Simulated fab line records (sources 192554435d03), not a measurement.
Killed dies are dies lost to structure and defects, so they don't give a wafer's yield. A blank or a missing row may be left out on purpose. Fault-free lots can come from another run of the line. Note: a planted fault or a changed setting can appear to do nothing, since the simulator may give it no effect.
Split-lot trial -- flow n5_finfet -- 7 lots, 21 wafers read, on a route of 1938 steps

ON THE SPLIT
At N5_DUMMY_GATE_HM_DEP_06 (deposits SiNx from DCS/NH3, target thk 80 nm, time 5141 s), the setting time_s was moved away from the recipe's 5141 s on 15 of the 21 wafers read, by -12.8% to +15.0%. The other wafers ran this setting at the recipe's value.

The reading is taken at the split's own step.

THE READING
SiNx_of_DUMMY_GATE_HM_DEP_06.thk_nm (the simulator's own value, which no gauge read), in nm, at N5_DUMMY_GATE_HM_DEP_06 (deposits SiNx from DCS/NH3, target thk 80 nm, time 5141 s). The file does not state a usual value for it. Average 80.3 nm, standard deviation 0.92 nm, over the 6 wafers here run with the recipe.

wafer,"tool, chamber at the split","time_s as run, s",against the recipe,"SiNx_of_DUMMY_GATE_HM_DEP_06.thk_nm, nm",against lot-mates on the recipe
L074.1,"-, -",5141,recipe,80.4,-
L074.2,"-, -",5141,recipe,81,-
L074.3,"-, -",5141,recipe,81.6,-
L079.3,"-, -",5822,+13.2%,90,no lot-mate on the recipe
L079.5,"-, -",5822,+13.2%,90,no lot-mate on the recipe
L079.6,"-, -",5822,+13.2%,89.8,no lot-mate on the recipe
L084.1,"-, -",5792,+12.7%,88.4,no lot-mate on the recipe
L084.2,"-, -",5792,+12.7%,88.6,no lot-mate on the recipe
L084.5,"-, -",5792,+12.7%,89,no lot-mate on the recipe
L087.3,"-, -",4482,-12.8%,68,no lot-mate on the recipe
L087.5,"-, -",4482,-12.8%,69,no lot-mate on the recipe
L087.6,"-, -",4482,-12.8%,68.4,no lot-mate on the recipe
L088.1,"-, -",5911,+15.0%,91,no lot-mate on the recipe
L088.3,"-, -",5911,+15.0%,91,no lot-mate on the recipe
L088.2,"-, -",5911,+15.0%,91.2,no lot-mate on the recipe
L092.4,"-, -",5512,+7.2%,86.2,no lot-mate on the recipe
L092.5,"-, -",5512,+7.2%,86.6,no lot-mate on the recipe
L092.6,"-, -",5512,+7.2%,86.6,no lot-mate on the recipe
L095.2,"lpcvd-01, 0/45",5141,recipe,79,-
L095.3,"lpcvd-01, 0/50",5141,recipe,79.2,-
L095.6,"lpcvd-01, 0/64",5141,recipe,80.4,-

FIT RESULTS
A straight line over all 21 wafers: SiNx_of_DUMMY_GATE_HM_DEP_06.thk_nm changes by +0.793 nm for each +1% of time_s; r = +0.99; the points scatter about the line by 0.99 nm.
Too few moved wafers with a lot-mate on the recipe to fit a line net of each lot's own level.

FILE'S OWN FIT
SiNx_of_DUMMY_GATE_HM_DEP_06.thk_nm changes by +0.793 nm for each +1% of time_s, r = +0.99.
